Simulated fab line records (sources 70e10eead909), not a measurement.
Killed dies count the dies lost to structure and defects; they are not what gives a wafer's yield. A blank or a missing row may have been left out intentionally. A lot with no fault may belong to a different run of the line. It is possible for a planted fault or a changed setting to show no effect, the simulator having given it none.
fab line records	flow nand-harc
record lots=14	wafers=42	last-day=24
route steps=1159 shown A_CONTACT@864
lots with no fault: from the same line, run without faults
start-h: the number of hours between the record's first day and the start of the first shown wafer of the lot	wait-h: hours elapsed since this lot's preceding step	" identical to the entry in the row above	L1.1+2: a single row standing in for several wafers	- either no value or no given start	* or withheld: withheld	< > ~ a bound
route shown NAME@n: NAME is a module with steps in the file, n the number in the route of the first one	usual: mean/standard deviation taken from wafers without a fault	same: alike in all rows	chamber/n: place in a boat	sites: each site's reading	_std_site: standard deviation of those values	_edge_site: mean of outer sites minus mean of inner sites	radius-mm: for every site, how far away it sits from the centre of the wafer	mask NAME#n: copy n	behind: the most recent tool/chamber to have shaped the wafer	hold: the reason the lot was held/the length of the hold in hours/how it ended	device: the transistor (n, p or np) that didn't switch	end of line: at the end of the route, the tests of the same wafers	a step given without rows: its recipe and nothing more	killed: not the wafer's yield, but the dies lost to structure and defects at the first sort	map: shows each die of a wafer: x if killed, . if not, _ if none is there
set.NAME: the setting the step ran with; set.NAME@STEP: the setting that earlier step ran with	model.NAME: the simulator's own value behind a step, which no gauge read
steps of the route over a sample of lots; a table a step, a row a wafer
## steps
# step NHARC_A_CONTACT_ETCH_113
# recipe source-w=withheld	pressure-mtorr=20	bias-v=3000	time-s=94	target-depth-a=9220	ar-flow-sccm=withheld	c4f8-flow-sccm=withheld	o2-flow-sccm=withheld	chemistry=C4F8/O2/Ar
# usual chamber-pressure-mTorr=19.999/0.018	oes-air-line-au=1.001/0.02
# same time-s=94
lot.wafer	tool	chamber	start-h	wait-h	chamber-pressure-mTorr	oes-air-line-au	rf-hours-counter-h
L551.1	har-cap-etch-01	1	376.60	0.1	19.998	0.993	55
L551.3	"	1	"	"	20.022	1.004	-
L551.6	"	0	"	"	19.990	1.012	-
L553.3	har-cap-etch-01	1	380.91	0.1	20.009	1.033	-
L553.5	"	1	"	"	20.037	1.012	-
L553.6	"	0	"	"	20.012	1.008	-
L555.4	har-cap-etch-03	1	389.24	0.1	19.996	1.002	-
L555.6	"	0	"	"	19.979	1.006	-
L555.5	"	1	"	"	19.976	0.972	-
L552.2	har-cap-etch-02	0	392.59	0.1	20.007	0.974	15
L552.3	"	1	"	"	19.964	0.994	-
L552.4	"	0	"	"	20.032	1.019	-
L558.1	har-cap-etch-01	1	426.87	0.1	19.993	1.010	65
L558.4	"	1	"	"	19.995	1.011	-
L558.5	"	1	"	"	19.989	1.006	-
L563.1	har-cap-etch-03	1	441.50	0.1	19.981	1.009	96
L563.3	"	1	"	"	19.980	1.015	-
L563.5	"	1	"	"	20.016	1.016	-
L562.1	har-cap-etch-03	0	446.77	0.1	20.003	0.968	97
L562.6	"	1	"	"	20.009	0.982	-
L562.5	"	0	"	"	19.982	1.004	-
L565.3	har-cap-etch-02	1	457.66	0.1	20.006	0.950	-
L565.4	"	0	"	"	20.026	1.042	-
L565.5	"	0	"	"	20.001	1.032	-
L566.1	har-cap-etch-03	1	458.38	0.1	20.008	1.004	101
L566.3	"	1	"	"	20.014	0.970	-
L566.5	"	1	"	"	19.988	1.018	-
L567.1	har-cap-etch-03	1	464.64	0.1	19.997	0.974	102
L567.3	"	1	"	"	19.984	0.987	-
L567.6	"	0	"	"	20.056	0.992	-
L568.2	har-cap-etch-01	1	480.86	0.1	19.986	1.009	75
L568.1	"	0	"	"	19.970	0.989	75
L568.6	"	1	"	"	19.999	0.993	-
L572.1	har-cap-etch-02	0	492.36	0.1	20.026	0.984	33
L572.2	"	1	"	"	20.005	0.965	33
L572.5	"	1	"	"	20.001	1.005	-
L571.4	har-cap-etch-01	1	494.35	0.1	19.996	1.001	-
L571.5	"	1	"	"	19.993	1.021	-
L571.6	"	0	"	"	20.000	0.995	-
L573.1	har-cap-etch-03	0	510.54	0.1	19.984	1.033	110
L573.2	"	1	"	"	19.995	0.985	110
L573.5	"	1	"	"	20.002	0.994	-
# step NHARC_A_CONTACT_ETCH_116
# recipe source-w=withheld	pressure-mtorr=20	bias-v=3000	time-s=94	target-depth-a=9220	ar-flow-sccm=withheld	c4f8-flow-sccm=withheld	o2-flow-sccm=withheld	chemistry=C4F8/O2/Ar
# usual chamber-pressure-mTorr=20.000/0.018	oes-air-line-au=0.998/0.023	time-s=94/0
lot.wafer	tool	chamber	start-h	wait-h	chamber-pressure-mTorr	oes-air-line-au	rf-hours-counter-h	time-s
L551.1	har-cap-etch-01	1	376.87	0.1	19.956	0.971	55	94
L551.3	"	1	"	"	20.006	1.001	-	94
L551.6	"	0	"	"	19.978	1.015	-	94
L553.3	har-cap-etch-01	1	381.18	0.1	20.022	0.984	-	94
L553.5	"	1	"	"	20.003	1.025	-	94
L553.6	"	0	"	"	20.008	1.020	-	94
L555.4	har-cap-etch-03	1	389.52	0.1	-	-	-	-
L555.6	"	0	"	"	-	-	-	-
L555.5	"	1	"	"	-	-	-	-
L552.2	har-cap-etch-02	0	392.86	0.1	-	-	-	-
L552.3	"	1	"	"	-	-	-	-
L552.4	"	0	"	"	-	-	-	-
L558.1	har-cap-etch-01	1	427.14	0.1	19.980	0.998	65	94
L558.4	"	1	"	"	19.967	0.993	-	94
L558.5	"	1	"	"	20.021	1.010	-	94
L563.1	har-cap-etch-03	1	441.77	0.1	19.996	1.025	96	94
L563.3	"	1	"	"	20.002	1.014	-	94
L563.5	"	1	"	"	19.985	1.005	-	94
L562.1	har-cap-etch-03	0	447.04	0.1	19.998	0.994	98	94
L562.6	"	1	"	"	19.982	0.974	-	94
L562.5	"	0	"	"	20.021	0.990	-	94
L565.3	har-cap-etch-02	1	457.94	0.1	20.010	0.976	-	94
L565.4	"	0	"	"	19.988	1.007	-	94
L565.5	"	0	"	"	20.030	0.976	-	94
L566.1	har-cap-etch-03	1	458.65	0.1	20.018	0.985	101	94
L566.3	"	1	"	"	19.988	0.977	-	94
L566.5	"	1	"	"	19.996	0.978	-	94
L567.1	har-cap-etch-03	1	464.92	0.1	19.986	0.977	102	94
L567.3	"	1	"	"	19.992	0.957	-	94
L567.6	"	0	"	"	19.979	1.002	-	94
L568.2	har-cap-etch-01	1	481.13	0.1	19.970	1.017	75	94
L568.1	"	0	"	"	20.004	1.029	75	94
L568.6	"	1	"	"	19.974	0.995	-	94
L572.1	har-cap-etch-02	0	492.63	0.1	19.990	0.978	33	94
L572.2	"	1	"	"	20.032	1.005	33	94
L572.5	"	1	"	"	19.970	0.966	-	94
L571.4	har-cap-etch-01	1	494.71	0.1	19.967	1.022	-	94
L571.5	"	1	"	"	20.021	1.027	-	94
L571.6	"	0	"	"	19.989	0.996	-	94
L573.1	har-cap-etch-03	0	510.81	0.1	20.022	1.022	111	94
L573.2	"	1	"	"	20.032	1.011	111	94
L573.5	"	1	"	"	20.018	1.018	-	94
# step NHARC_A_CONTACT_ETCH_117
# recipe source-w=withheld	pressure-mtorr=20	bias-v=3000	time-s=94	target-depth-a=9220	ar-flow-sccm=withheld	c4f8-flow-sccm=withheld	o2-flow-sccm=withheld	chemistry=C4F8/O2/Ar
# usual chamber-pressure-mTorr=20.001/0.02	oes-air-line-au=0.999/0.019
# same time-s=94
lot.wafer	tool	chamber	start-h	wait-h	chamber-pressure-mTorr	oes-air-line-au	rf-hours-counter-h
L551.1	har-cap-etch-01	1	376.96	0.1	20.013	0.998	55
L551.3	"	1	"	"	20.014	0.997	-
L551.6	"	0	"	"	20.022	1.014	-
L553.3	har-cap-etch-01	1	381.27	0.1	20.011	0.998	-
L553.5	"	1	"	"	20.010	1.010	-
L553.6	"	0	"	"	20.002	1.004	-
L555.4	har-cap-etch-03	1	389.61	0.1	20.010	0.990	-
L555.6	"	0	"	"	20.002	0.997	-
L555.5	"	1	"	"	19.995	1.019	-
L552.2	har-cap-etch-02	0	392.95	0.1	20.003	1.011	15
L552.3	"	1	"	"	20.031	0.994	-
L552.4	"	0	"	"	19.974	1.018	-
L558.1	har-cap-etch-01	1	427.23	0.1	20.001	1.008	65
L558.4	"	1	"	"	19.988	0.983	-
L558.5	"	1	"	"	20.012	1.005	-
L563.1	har-cap-etch-03	1	441.86	0.1	19.977	0.970	97
L563.3	"	1	"	"	20.024	0.987	-
L563.5	"	1	"	"	20.017	0.982	-
L562.1	har-cap-etch-03	0	447.13	0.1	20.010	0.958	98
L562.6	"	1	"	"	19.988	0.970	-
L562.5	"	0	"	"	19.988	0.997	-
L565.3	har-cap-etch-02	1	458.03	0.1	20.045	1.006	-
L565.4	"	0	"	"	20.056	1.007	-
L565.5	"	0	"	"	19.976	1.019	-
L566.1	har-cap-etch-03	1	458.74	0.1	19.996	1.030	101
L566.3	"	1	"	"	19.996	1.032	-
L566.5	"	1	"	"	19.979	1.000	-
L567.1	har-cap-etch-03	1	465.01	0.1	19.989	1.019	102
L567.3	"	1	"	"	20.002	0.979	-
L567.6	"	0	"	"	19.994	1.028	-
L568.2	har-cap-etch-01	1	481.23	0.1	19.961	0.973	75
L568.1	"	0	"	"	19.981	1.047	75
L568.6	"	1	"	"	19.996	0.980	-
L572.1	har-cap-etch-02	0	492.72	0.1	20.023	1.006	33
L572.2	"	1	"	"	20.026	0.978	33
L572.5	"	1	"	"	19.996	0.990	-
L571.4	har-cap-etch-01	1	494.83	0.1	20.022	0.996	-
L571.5	"	1	"	"	19.961	1.022	-
L571.6	"	0	"	"	20.005	0.969	-
L573.1	har-cap-etch-03	0	510.90	0.1	19.971	0.996	111
L573.2	"	1	"	"	19.979	0.991	111
L573.5	"	1	"	"	20.008	0.986	-
# step NHARC_A_CONTACT_ETCH_123
# recipe source-w=withheld	pressure-mtorr=20	bias-v=400	time-s=253	target-depth-a=10900	ar-flow-sccm=withheld	c4f8-flow-sccm=11.5	o2-flow-sccm=7.2	chemistry=C4F8/O2/Ar
# usual chamber-pressure-mTorr=20.000/0.019	oes-air-line-au=1.001/0.017
# same time-s=253
lot.wafer	tool	chamber	start-h	wait-h	chamber-pressure-mTorr	oes-air-line-au	rf-hours-counter-h
L551.1	har-cap-etch-01	1	377.55	0.1	20.025	1.017	56
L551.3	"	1	"	"	20.043	0.992	-
L551.6	"	0	"	"	20.028	0.997	-
L553.3	har-cap-etch-01	1	381.90	0.2	20.007	1.019	-
L553.5	"	1	"	"	19.989	1.022	-
L553.6	"	0	"	"	19.991	1.009	-
L555.4	har-cap-etch-03	1	390.27	0.2	20.029	1.000	-
L555.6	"	0	"	"	20.017	1.018	-
L555.5	"	1	"	"	19.982	1.009	-
L552.2	har-cap-etch-02	0	393.54	0.1	19.985	0.991	16
L552.3	"	1	"	"	19.999	1.000	-
L552.4	"	0	"	"	20.001	0.955	-
L558.1	har-cap-etch-01	1	427.82	0.1	19.998	1.001	65
L558.4	"	1	"	"	19.978	1.005	-
L558.5	"	1	"	"	20.025	1.035	-
L563.1	har-cap-etch-03	1	442.41	0.1	20.005	0.987	97
L563.3	"	1	"	"	19.998	0.989	-
L563.5	"	1	"	"	20.005	0.985	-
L562.1	har-cap-etch-03	0	447.72	0.1	20.000	1.010	98
L562.6	"	1	"	"	20.023	1.030	-
L562.5	"	0	"	"	20.011	1.032	-
L565.3	har-cap-etch-02	1	458.65	0.2	19.982	0.976	-
L565.4	"	0	"	"	20.012	1.011	-
L565.5	"	0	"	"	19.974	0.987	-
L566.1	har-cap-etch-03	1	459.32	0.1	20.006	0.996	102
L566.3	"	1	"	"	20.013	0.991	-
L566.5	"	1	"	"	19.964	0.999	-
L567.1	har-cap-etch-03	1	465.60	0.1	20.016	0.994	103
L567.3	"	1	"	"	20.004	0.964	-
L567.6	"	0	"	"	20.011	0.988	-
L568.2	har-cap-etch-01	1	481.78	0.1	20.012	0.959	75
L568.1	"	0	"	"	19.987	1.015	75
L568.6	"	1	"	"	20.006	0.981	-
L572.1	har-cap-etch-02	0	493.26	0.1	20.007	1.003	34
L572.2	"	1	"	"	20.008	0.980	34
L572.5	"	1	"	"	19.982	0.988	-
L571.4	har-cap-etch-01	1	495.66	0.2	19.975	0.986	-
L571.5	"	1	"	"	19.970	1.008	-
L571.6	"	0	"	"	20.016	1.031	-
L573.1	har-cap-etch-03	0	511.45	0.1	20.005	0.999	111
L573.2	"	1	"	"	20.022	1.009	111
L573.5	"	1	"	"	19.993	1.001	-
## key
first-sign step=NHARC_A_CONTACT_ETCH_116	reading=tool-record	direction=missing
effect none on later readings
met-at NHARC_A_CONTACT_ETCH_116
struck-lots L552,L555
later-rows-left-out L552.2,L552.3,L552.4,L555.4,L555.5,L555.6
sort-left-out L552.2,L552.3,L552.4,L555.4,L555.5,L555.6
tester-left-out L552,L555
not-acting-at NHARC_A_CONTACT_ETCH_113,NHARC_A_CONTACT_ETCH_117,NHARC_A_CONTACT_ETCH_123
fault kind=skipped-step-whole	tool=har-cap-etch-02,har-cap-etch-03	chamber=-	onset-h=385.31	steps=NHARC_A_CONTACT_ETCH_116	scope=struck-lots-only
# tester-left-out: of these lots the tester's yield and bins aren't shown, on N5 and GAA mostly nor the transistor test; their killed dies are dies lost to structure and defects alone, not to doping, threshold or leakage, so they don't give the yield
# sort-left-out: the simulated sort isn't trusted on such a fault, so these wafers' sort isn't shown, and their yield isn't known
# later-rows-left-out: the simulator's readings of these wafers behind a module that went badly wrong aren't trusted and aren't shown, but for the sort
